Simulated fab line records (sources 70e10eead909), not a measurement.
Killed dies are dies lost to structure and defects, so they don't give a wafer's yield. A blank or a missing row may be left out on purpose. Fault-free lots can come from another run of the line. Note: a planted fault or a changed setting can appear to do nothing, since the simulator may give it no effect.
fab line records	flow nand_harc	part 1 of 2: steps 1 to 27 of 41
[record] lots = 5	wafers = 15	last_day = 24
route steps=1159 shown P_STI@74 P_GATE@110
lots untouched by any fault: they come from a run of this same line in which no faults occurred
start_h: hours from the record's opening day to when the first of the lot's shown wafers began	wait_h: hours elapsed since this lot's preceding step	" identical to the entry in the row above	L1.1+2: a single row standing in for several wafers	- no value, or no start was given	* or withheld: withheld	< > ~ a bound
route shown NAME@n: names a module that has steps shown in the file, with the first one's number in the route	usual: mean/standard deviation taken from wafers without a fault	same: alike in all rows	chamber/n: place in a boat	sites: per-site readings	_std_site: standard deviation of those values	_edge_site: mean of outer sites minus mean of inner sites	radius_mm: for every site, how far away it sits from the centre of the wafer	mask NAME#n: copy n	behind: tool/chamber where the wafer was last shaped	hold: cause of the lot's hold/its duration in hours/its outcome	device: which transistor (n, p or np) failed to switch	end of line: tests of these same wafers at the route's end	where a step has no rows: the recipe by itself	killed: the dies lost at the first sort to structure and to defects; this is not the yield of the wafer	map: the dies of a wafer, with x for killed, . for not killed, _ for no die there
set.NAME: the setting that was run; set.NAME@STEP: the one run at that earlier step	model.NAME: the simulator's own value behind a step, which no gauge read
lots at some steps of the route; a table a step, a row a wafer
services: the hour from which a tool's chamber was out of use, counted from the record's first day as start_h (under 0 if before that day), plus the number of hours and why
[[steps]]
[step NHARC_P_STI_DEHYDRATE_01]
[recipe] temp_c = 150	time_s = 120
[same] time_s = 120
lot.wafer	tool	chamber	start_h	wait_h
L081.1+2+4	litho_track-03	0	76.61	0.4
L085.1+4+6	litho_track-03	0	100.59	0.4
L086.4+5+6	litho_track-05	0	108.02	0.4
L096.2+3+4	litho_track-05	0	168.73	0.4
L097.4+5+6	litho_track-07	0	172.61	0.4
[step NHARC_P_STI_HMDS_02]
[recipe] time_s = 30
[same] time_s = 30
lot.wafer	tool	chamber	start_h	wait_h
L081.1+2+4	litho_track-03	0	-	-
L085.1+4+6	litho_track-03	0	-	-
L086.4+5+6	litho_track-05	0	-	-
L096.2+3+4	litho_track-05	0	-	-
L097.4+5+6	litho_track-07	0	-	-
[step NHARC_P_STI_COAT_41]
[recipe] temp_c = 200	time_s = 65
[same] time_s = 65
lot.wafer	tool	chamber	start_h	wait_h
L081.1+2+4	litho_track-03	0	-	-
L085.1+4+6	litho_track-03	0	-	-
L086.4+5+6	litho_track-05	0	-	-
L096.2+3+4	litho_track-05	0	-	-
L097.4+5+6	litho_track-07	0	-	-
[step NHARC_P_STI_COAT_03]
[recipe] spin_rpm = 2000	resist_thk_nm = 600
[usual] spin_speed_rpm = 1999.9/1.2
lot.wafer	tool	chamber	start_h	wait_h	spin_speed_rpm
L081.1	litho_track-03	0	-	-	1998.7
L081.2	"	0	"	"	1998.0
L081.4	"	0	"	"	1999.6
L085.1	litho_track-03	0	-	-	1999.9
L085.4	"	0	"	"	1999.3
L085.6	"	0	"	"	2000.6
L086.4	litho_track-05	0	-	-	1998.4
L086.5	"	0	"	"	1999.2
L086.6	"	0	"	"	1999.9
L096.2	litho_track-05	0	-	-	1999.6
L096.3	"	0	"	"	1997.8
L096.4	"	0	"	"	1998.2
L097.4	litho_track-07	0	-	-	2000.3
L097.5	"	0	"	"	1999.7
L097.6	"	0	"	"	1999.5
[step NHARC_P_STI_SOFTBAKE_04]
[recipe] temp_c = 125	time_s = 70
[same] time_s = 70
lot.wafer	tool	chamber	start_h	wait_h
L081.1+2+4	litho_track-03	0	-	-
L085.1+4+6	litho_track-03	0	-	-
L086.4+5+6	litho_track-05	0	-	-
L096.2+3+4	litho_track-05	0	-	-
L097.4+5+6	litho_track-07	0	-	-
[step NHARC_P_STI_EBR_05]
lot.wafer	tool	chamber	start_h	wait_h
L081.1+2+4	litho_track-03	0	-	-
L085.1+4+6	litho_track-03	0	-	-
L086.4+5+6	litho_track-05	0	-	-
L096.2+3+4	litho_track-05	0	-	-
L097.4+5+6	litho_track-07	0	-	-
[step NHARC_P_STI_EXPOSE_06]
[recipe] na = 0.55	target_cd_nm = 200	dose_mj = 37.69	mask_id = P_STI
[usual] exposure_dose_mJ_cm2 = 37.66/0.044
lot.wafer	tool	chamber	start_h	wait_h	mask	exposure_dose_mJ_cm2
L081.1	krf_scanner-04	0	76.90	-	P_STI#0	37.70
L081.2	"	0	"	"	P_STI#0	37.64
L081.4	"	0	"	"	P_STI#0	37.69
L085.1	krf_scanner-04	0	100.76	-	P_STI#0	37.61
L085.4	"	0	"	"	P_STI#0	37.68
L085.6	"	0	"	"	P_STI#0	37.66
L086.4	krf_scanner-04	0	108.20	-	P_STI#0	37.65
L086.5	"	0	"	"	P_STI#0	37.65
L086.6	"	0	"	"	P_STI#0	37.59
L096.2	krf_scanner-04	0	168.90	-	P_STI#0	37.65
L096.3	"	0	"	"	P_STI#0	37.59
L096.4	"	0	"	"	P_STI#0	37.57
L097.4	krf_scanner-01	0	172.91	-	P_STI#0	37.76
L097.5	"	0	"	"	P_STI#0	37.69
L097.6	"	0	"	"	P_STI#0	37.72
[step NHARC_P_STI_PEB_07]
[recipe] peb_temp_c = 128	peb_time_s = 80
lot.wafer	tool	chamber	start_h	wait_h
L081.1+2+4	litho_track-07	0	76.96	0.1
L085.1+4+6	litho_track-07	0	100.83	0.1
L086.4+5+6	litho_track-07	0	108.25	0.0
L096.2+3+4	litho_track-05	0	168.96	0.1
L097.4+5+6	litho_track-03	0	172.96	0.0
[step NHARC_P_STI_DEVELOP_08]
[recipe] time_s = 50	dev_temp_c = 22
[same] time_s = 50
lot.wafer	tool	chamber	start_h	wait_h
L081.1+2+4	litho_track-07	0	-	-
L085.1+4+6	litho_track-07	0	-	-
L086.4+5+6	litho_track-07	0	-	-
L096.2+3+4	litho_track-05	0	-	-
L097.4+5+6	litho_track-03	0	-	-
[step NHARC_P_STI_CD_MEAS_09]
[recipe] target_cd_nm = 200	landing_energy_ev = 500
[usual] cd_nm = 200.0/2.1
[same] landing_energy_ev = 500
lot.wafer	tool	chamber	start_h	wait_h	cd_nm
L081.1	cd_sem-02	0	77.05	-	198.0
L081.2	"	0	"	"	197.6
L081.4	"	0	"	"	197.6
L085.1	cd_sem-02	0	100.92	-	200.7
L085.4	"	0	"	"	200.9
L085.6	"	0	"	"	199.5
L086.4	cd_sem-01	0	108.34	-	199.8
L086.5	"	0	"	"	201.7
L086.6	"	0	"	"	199.1
L096.2	cd_sem-01	0	169.05	-	199.6
L096.3	"	0	"	"	201.0
L096.4	"	0	"	"	200.8
L097.4	cd_sem-03	0	173.05	-	199.2
L097.5	"	0	"	"	202.6
L097.6	"	0	"	"	199.0
[step NHARC_P_STI_OVL_MEAS_10]
[usual] overlay_x_nm = 2/5.7	overlay_y_nm = 0/4.4
lot.wafer	tool	chamber	start_h	wait_h	overlay_x_nm	overlay_y_nm
L081.1	overlay-02	-	77.14	-	-6	-1
L081.2	"	-	"	"	-6	0
L081.4	"	-	"	"	-6	-1
L085.1	overlay-01	-	101.00	-	0	8
L085.4	"	-	"	"	0	8
L085.6	"	-	"	"	1	7
L086.4	overlay-01	-	108.42	-	13	2
L086.5	"	-	"	"	13	2
L086.6	"	-	"	"	14	2
L096.2	overlay-02	-	169.14	-	-11	-8
L096.3	"	-	"	"	-11	-8
L096.4	"	-	"	"	-11	-7
L097.4	overlay-01	-	173.13	-	5	-6
L097.5	"	-	"	"	4	-5
L097.6	"	-	"	"	4	-6
[step NHARC_P_STI_INSPECT_11]
[usual] raw_defect_count = 5/3.3
lot.wafer	tool	chamber	start_h	wait_h	raw_defect_count
L081.1	defect_inspect-02	-	77.17	0.0	3
L081.2	"	-	"	"	2
L081.4	"	-	"	"	5
L085.1	defect_inspect-02	-	101.04	0.0	6
L085.4	"	-	"	"	5
L085.6	"	-	"	"	7
L086.4	defect_inspect-02	-	108.46	0.0	2
L086.5	"	-	"	"	5
L086.6	"	-	"	"	5
L096.2	defect_inspect-02	-	169.17	0.0	6
L096.3	"	-	"	"	8
L096.4	"	-	"	"	4
L097.4	defect_inspect-01	-	173.17	0.0	2
L097.5	"	-	"	"	4
L097.6	"	-	"	"	6
[step NHARC_P_STI_HARDBAKE_13]
[recipe] temp_c = 118	time_s = 65
[same] time_s = 65
lot.wafer	tool	chamber	start_h	wait_h
L081.1+2+4	litho_track-03	0	77.23	0.1
L085.1+4+6	litho_track-07	0	101.10	0.1
L086.4+5+6	litho_track-03	0	108.52	0.1
L096.2+3+4	litho_track-07	0	169.23	0.1
L097.4+5+6	litho_track-07	0	173.24	0.1
[step NHARC_P_STI_DESCUM_14]
[recipe] time_s = 3	o2_flow_sccm = 200	ar_flow_sccm = 0	bias_power_w = 0	chemistry = O2
[usual] drypump_motor_current_A = 5.9/0.46	oes_product_au = 1.002/0.0098	rf_vpp_V = 57.7/0.91	showerhead_plenum_p_Torr = 1.90/0.091	throttle_valve_pct = 11.310/0.01
[same] bias_power_w = 0	time_s = 3
lot.wafer	tool	chamber	start_h	wait_h	drypump_motor_current_A	oes_product_au	rf_hours_counter_h	rf_vpp_V	showerhead_plenum_p_Torr	throttle_valve_pct
L081.1	rie_diel-13	2	77.33	-	5.9	1.004	3.5	56.7	1.81	11.307
L081.4	"	0	"	"	6.1	1.007	3.2	56.4	1.84	11.296
L081.2	"	1	"	"	5.9	0.987	3.2	57.7	1.94	11.313
L085.1	rie_diel-06	2	101.18	-	5.7	1.009	0.5	56.2	1.78	11.278
L085.4	"	1	"	"	5.3	1.005	0.6	58.6	1.84	11.303
L085.6	"	3	"	"	6.6	1.009	-	57.5	1.90	11.306
L086.4	rie_diel-13	3	108.60	-	6.6	1.001	0	58.0	1.95	11.324
L086.5	"	2	"	"	5.9	0.994	-	58.0	1.81	11.291
L086.6	"	3	"	"	6.6	1.001	-	58.0	1.95	11.320
L096.4	rie_diel-06	3	169.31	-	6.6	1.007	3.8	55.8	1.90	11.292
L096.2	"	1	"	"	5.3	1.012	3.7	58.7	1.83	11.329
L096.3	"	2	"	"	5.7	1.007	3.6	57.4	1.78	11.325
L097.4	rie_diel-06	2	173.32	-	5.7	1.007	3.9	58.2	1.78	11.319
L097.6	"	0	"	"	5.6	0.990	-	57.5	2.06	11.287
L097.5	"	1	"	"	5.3	1.006	-	55.0	1.83	11.311
[step NHARC_P_STI_ETCH_42]
[recipe] target_depth_a = 800	overetch_a = 240	time_s = 61	ion_energy_ev = 200	n2_flow_sccm = 150	h2_flow_sccm = 150	ar_flow_sccm = 0	rf_w = 400	bias_w = 150	chemistry = N2/H2
[usual] drypump_motor_current_A = 5.9/0.45	oes_product_au = 1.003/0.0098	rf_vpp_V = 430.0/2.8	showerhead_plenum_p_Torr = 2.02/0.099	throttle_valve_pct = 14.170/0.0093
[same] time_s = 61
lot.wafer	tool	chamber	start_h	wait_h	drypump_motor_current_A	oes_product_au	rf_hours_counter_h	rf_vpp_V	showerhead_plenum_p_Torr	throttle_valve_pct
L081.2	rie_diel-13	3	77.42	0.1	6.6	1.006	3.4	433.9	2.08	14.171
L081.4	"	0	"	"	6.1	1.004	3.2	428.4	1.96	14.182
L081.1	"	1	"	"	5.9	0.988	3.2	432.6	2.07	14.150
L085.1	rie_diel-06	2	101.26	0.1	5.7	1.004	0.5	426.6	1.90	14.188
L085.4	"	3	"	"	6.6	0.995	0.5	430.3	2.03	14.188
L085.6	"	3	"	"	6.6	0.995	-	431.0	2.03	14.162
L086.4	rie_diel-13	2	108.68	0.1	5.9	1.001	0.0	428.5	1.93	14.164
L086.6	"	2	"	"	5.9	0.985	-	427.2	1.93	14.168
L086.5	"	3	"	"	6.6	0.991	-	430.9	2.08	14.175
L096.2	rie_diel-06	2	169.40	0.1	5.7	1.004	3.6	426.5	1.90	14.160
L096.4	"	3	"	"	6.6	0.998	3.8	430.5	2.03	14.179
L096.3	"	0	"	"	5.6	0.985	2.7	436.2	2.20	14.156
L097.4	rie_diel-06	1	173.40	0.1	5.4	1.008	4.0	428.8	1.95	14.176
L097.6	"	3	"	"	6.6	0.995	-	431.0	2.03	14.166
L097.5	"	0	"	"	5.6	1.008	-	435.2	2.20	14.189
[step NHARC_P_STI_ETCH_31]
[recipe] target_depth_a = 1089	time_s = 54.5	cf4_flow_sccm = 100	chf3_flow_sccm = 30	ar_flow_sccm = 0	rf_w = 500	bias_w = 200	chemistry = CF4/CHF3
[usual] chf3_flow_sccm = 29.99/0.087	drypump_motor_current_A = 5.9/0.45	oes_product_au = 0.963/0.02	rf_vpp_V = 370.2/2.5	showerhead_plenum_p_Torr = 1.56/0.07	throttle_valve_pct = 16.802/0.0094
[same] time_s = 54.5
lot.wafer	tool	chamber	start_h	wait_h	chf3_flow_sccm	drypump_motor_current_A	oes_product_au	rf_hours_counter_h	rf_vpp_V	showerhead_plenum_p_Torr	throttle_valve_pct
L081.2	rie_diel-13	3	-	-	30.19	6.6	0.944	3.4	372.2	1.60	16.789
L081.4	"	0	"	"	30.07	6.1	0.971	3.2	370.6	1.52	16.795
L081.1	"	1	"	"	30.03	5.9	0.953	3.2	370.5	1.59	16.801
L085.4	rie_diel-06	1	-	-	30.01	5.3	0.972	0.6	368.8	1.51	16.820
L085.1	"	2	"	"	29.93	5.7	0.955	0.6	367.8	1.47	16.796
L085.6	"	0	"	"	29.90	5.6	0.961	-	373.7	1.69	16.806
L086.4	rie_diel-13	3	-	-	29.84	6.6	0.964	0.0	372.7	1.60	16.796
L086.5	"	0	"	"	30.04	6.1	0.982	-	368.9	1.52	16.805
L086.6	"	1	"	"	30.01	5.9	0.966	-	370.2	1.59	16.797
L096.2	rie_diel-06	2	-	-	29.98	5.7	0.983	3.7	368.2	1.47	16.807
L096.3	"	3	"	"	29.97	6.6	0.966	3.8	369.8	1.57	16.785
L096.4	"	1	"	"	29.87	5.3	0.982	3.8	368.8	1.51	16.806
L097.4	rie_diel-06	3	-	-	30.05	6.6	0.953	4.0	371.2	1.57	16.805
L097.6	"	2	"	"	30.01	5.7	0.970	-	367.8	1.47	16.803
L097.5	"	3	"	"	29.94	6.6	0.954	-	371.3	1.57	16.804
[step NHARC_P_STI_ETCH_15]
[recipe] target_depth_a = 3000	taper_deg = 4	time_s = 100.1	hbr_flow_sccm = 150	cl2_flow_sccm = 50	rf_w = 400	icp_w = 400	bias_w = 100	chemistry = HBr/Cl2
[usual] drypump_motor_current_A = 5.8/0.37	oes_product_au = 0.998/0.0092	throttle_valve_pct = 26.406/0.0086
[same] time_s = 100.1
lot.wafer	tool	chamber	start_h	wait_h	drypump_motor_current_A	oes_product_au	rf_hours_counter_h	throttle_valve_pct
L081.2	rie_si-04	1	77.61	-	6.0	1.009	1.1	26.410
L081.1	"	2	"	"	6.2	0.999	0.8	26.406
L081.4	"	0	"	"	5.7	1.006	1.2	26.401
L085.4	rie_si-05	1	101.48	-	5.7	0.988	0.3	26.402
L085.1	"	2	"	"	5.5	1.012	0.2	26.404
L085.6	"	3	"	"	6.2	0.999	-	26.395
L086.4	rie_si-04	0	108.87	-	5.8	0.993	0.0	26.404
L086.6	"	0	"	"	5.8	0.990	-	26.415
L086.5	"	1	"	"	6.0	0.989	-	26.417
L096.3	rie_si-05	2	169.58	-	5.5	1.012	0.8	26.413
L096.2	"	3	"	"	6.2	0.992	0.8	26.402
L096.4	"	0	"	"	5.9	1.005	0.7	26.405
L097.4	rie_si-04	3	173.63	-	5.1	0.993	0.4	26.406
L097.5	"	0	"	"	5.8	0.986	-	26.388
L097.6	"	1	"	"	6.0	0.972	-	26.405
[step NHARC_P_STI_CD_MEAS_16]
[usual] cd_nm = 199.2/2.4
lot.wafer	tool	chamber	start_h	wait_h	cd_nm
L081.1	cd_sem-02	-	77.77	-	198.4
L081.2	"	-	"	"	198.7
L081.4	"	-	"	"	197.3
L085.1	cd_sem-02	-	101.61	-	199.4
L085.4	"	-	"	"	201.2
L085.6	"	-	"	"	201.3
L086.4	cd_sem-02	-	109.04	-	200.8
L086.5	"	-	"	"	201.5
L086.6	"	-	"	"	199.9
L096.2	cd_sem-03	-	169.74	-	199.5
L096.3	"	-	"	"	199.7
L096.4	"	-	"	"	199.7
L097.4	cd_sem-03	-	173.75	-	197.0
L097.5	"	-	"	"	201.1
L097.6	"	-	"	"	198.2
[step NHARC_P_STI_OCD_MEAS_17]
[usual] trench_depth_nm = 300/3.9	trench_foot_cd_nm = 158.1/2.2
lot.wafer	tool	chamber	start_h	wait_h	trench_depth_nm	trench_foot_cd_nm
L081.1	ocd-02	-	77.86	0.1	305	155.4
L081.2	"	-	"	"	301	155.4
L081.4	"	-	"	"	304	155.8
L085.1	ocd-02	-	101.70	0.1	306	157.9
L085.4	"	-	"	"	294	159.3
L085.6	"	-	"	"	299	157.6
L086.4	ocd-01	-	109.12	0.1	295	158.8
L086.5	"	-	"	"	299	159.6
L086.6	"	-	"	"	294	158.1
L096.2	ocd-01	-	169.83	0.1	296	158.0
L096.3	"	-	"	"	306	158.0
L096.4	"	-	"	"	300	158.3
L097.4	ocd-02	-	173.84	0.1	299	157.8
L097.5	"	-	"	"	297	161.3
L097.6	"	-	"	"	291	158.1
[step NHARC_P_STI_STRIP_19]
[recipe] time_s = 900	temp_c = 130	chemistry = SPM
[same] time_s = 900
lot.wafer	tool	chamber	start_h	wait_h
L081.2+1+4	wet_bench-03	3,4,6	77.93	0.1
L085.6+1+4	wet_bench-03	7,1,4	101.75	0.0
L086.5+4+6	wet_bench-05	7,1,3	109.17	0.0
L096.4+2+3	wet_bench-05	0,2,4	169.88	0.0
L097.6+5+4	wet_bench-07	3,5,7	173.89	0.0
[step NHARC_P_STI_PRECLEAN_32]
[recipe] time_s = *	temp_c = 50	bath_age_min = 0	chemistry = SC1
[same] time_s = *
lot.wafer	tool	chamber	start_h	wait_h
L081.2+1+4	wet_bench-03	3,4,6	-	-
L085.6+1+4	wet_bench-03	7,1,4	-	-
L086.5+4+6	wet_bench-05	7,1,3	-	-
L096.4+2+3	wet_bench-05	0,2,4	-	-
L097.6+5+4	wet_bench-07	3,5,7	-	-
[step NHARC_P_STI_SRD_23]
lot.wafer	tool	chamber	start_h	wait_h
L081.2+1+4	wet_bench-03	3,4,6	-	-
L085.6+1+4	wet_bench-03	7,1,4	-	-
L086.5+4+6	wet_bench-05	7,1,3	-	-
L096.4+2+3	wet_bench-05	0,2,4	-	-
L097.6+5+4	wet_bench-07	3,5,7	-	-
[step NHARC_P_STI_OCD_MEAS_43]
[usual] trench_depth_nm = 300/3.9	trench_foot_cd_nm = 158.1/2.2
lot.wafer	tool	chamber	start_h	wait_h	trench_depth_nm	trench_foot_cd_nm
L081.1	ocd-01	-	78.37	-	305	156.2
L081.2	"	-	"	"	300	155.3
L081.4	"	-	"	"	304	155.8
L085.1	ocd-01	-	102.20	-	307	158.1
L085.4	"	-	"	"	295	160.0
L085.6	"	-	"	"	299	158.1
L086.4	ocd-02	-	109.63	-	296	158.8
L086.5	"	-	"	"	299	159.7
L086.6	"	-	"	"	294	158.4
L096.2	ocd-02	-	170.34	-	296	158.4
L096.3	"	-	"	"	305	157.8
L096.4	"	-	"	"	301	158.9
L097.4	ocd-01	-	174.35	-	299	157.6
L097.5	"	-	"	"	296	161.2
L097.6	"	-	"	"	291	158.1
[step NHARC_P_STI_OXIDE_33]
[recipe] target_thk_a = 100	temp_c = 1000	ox_time_s = 281	material = SiO2
[usual] spike_tc_bottom_C = 1017/4.3	spike_tc_upper_C = 1000.7/1.1	zone_power_bottom_pct = 36/3.5	zone_power_top_pct = 36/3.1
lot.wafer	tool	chamber	start_h	wait_h	spike_tc_bottom_C	spike_tc_upper_C	zone_power_bottom_pct	zone_power_top_pct
L081.1	furnace-03	0	82.09	3.7	1011	1000.9	40	40
L081.2	"	0	"	"	1012	1000.5	40	40
L081.4	"	0	"	"	1012	1001.0	41	40
L085.1	furnace-02	0	106.24	4.0	1021	1002.2	33	34
L085.4	"	0	"	"	1022	1000.5	33	33
L085.6	"	0	"	"	1022	1000.5	33	33
L086.4	furnace-03	0	116.86	7.2	1013	1000.8	41	40
L086.5	"	0	"	"	1010	1000.7	41	40
L086.6	"	0	"	"	1012	999.7	40	40
L096.2	furnace-02	0	174.11	3.8	1019	1001.4	34	34
L096.3	"	0	"	"	1020	999.3	34	34
L096.4	"	0	"	"	1021	999.5	33	33
L097.4	furnace-02	0	178.47	4.1	1020	999.2	33	34
L097.5	"	0	"	"	1021	999.5	33	34
L097.6	"	0	"	"	1019	999.2	33	33
[step NHARC_P_STI_HDPCVD_20]
[recipe] target_thk_a = withheld	sigma_open_frac = withheld	material = SiO2
lot.wafer	tool	chamber	start_h	wait_h
L081.2+1+4	hdpcvd-01	0,1,0	86.79	0.4
L085.1+4+6	hdpcvd-01	0,1,1	110.93	0.4
L086.4+5+6	hdpcvd-01	0,0,1	124.59	3.4
L096.2+3+4	hdpcvd-01	1,1,0	178.85	0.4
L097.4+5+6	hdpcvd-01	0,0,1	183.32	0.5
[step NHARC_P_STI_ANNEAL_34]
[recipe] temp_c = 1000	time_s = 1800
[usual] spike_tc_bottom_C = 1017/3.7	spike_tc_upper_C = 1000.7/1.3	tube_center_temp_C_max = 1002.6/0.41	zone_power_bottom_pct = 35/3.3	zone_power_top_pct = 35.5/2.9
[same] time_s = 1800
lot.wafer	tool	chamber	start_h	wait_h	spike_tc_bottom_C	spike_tc_upper_C	tube_center_temp_C_max	zone_power_bottom_pct	zone_power_top_pct
L081.1	furnace-07	0	92.46	5.5	1018	1000.5	1002.8	33	33.6
L081.2	"	0	"	"	1018	999.9	1001.7	33	33.7
L081.4	"	0	"	"	1018	1002.6	1002.0	33	33.9
L085.1	furnace-03	0	112.28	1.3	1013	1001.6	1003.0	41	39.9
L085.4	"	0	"	"	1013	1000.3	1002.1	41	39.4
L085.6	"	0	"	"	1015	1003.4	1003.3	40	40.0
L086.4	furnace-03	0	132.35	7.7	1012	999.7	1002.4	40	39.6
L086.5	"	0	"	"	1013	999.6	1002.3	41	40.0
L086.6	"	0	"	"	1012	1001.6	1002.5	41	39.8
L096.2	furnace-07	0	186.34	7.4	1019	1002.4	1002.4	33	34.0
L096.3	"	0	"	"	1017	999.1	1003.2	33	34.2
L096.4	"	0	"	"	1019	998.7	1002.5	33	33.5
L097.4	furnace-07	0	186.34	2.9	1017	998.9	1002.7	34	33.1
L097.5	"	0	"	"	1018	999.0	1003.9	33	33.3
L097.6	"	0	"	"	1020	999.2	1003.1	34	33.9
[step NHARC_P_STI_CMP_21]
[recipe] t_overpolish_s = 20	target_thk_nm = 380.67
[usual] motor_current_A = 11.6/1.3	overpolish_run_s = 20.000/0.0096
lot.wafer	tool	chamber	start_h	wait_h	motor_current_A	overpolish_run_s
L081.4	cmp-01	1	97.41	0.4	13.1	20.008
L081.2	"	2	"	"	13.2	19.991
L081.1	"	3	"	"	12.6	19.989
L085.4	cmp-01	1	117.22	0.4	13.1	20.018
L085.1	"	0	"	"	10.5	19.983
L085.6	"	2	"	"	13.5	20.000
L086.4	cmp-01	2	137.35	0.5	13.4	20.007
L086.6	"	3	"	"	12.2	19.998
L086.5	"	0	"	"	10.5	19.987
L096.4	cmp-01	3	191.22	0.4	12.8	19.992
L096.3	"	0	"	"	11.2	20.003
L096.2	"	1	"	"	13.6	19.999
L097.4	cmp-03	0	191.28	0.4	11.8	20.008
L097.6	"	1	"	"	10.6	19.996
L097.5	"	2	"	"	9.1	20.004
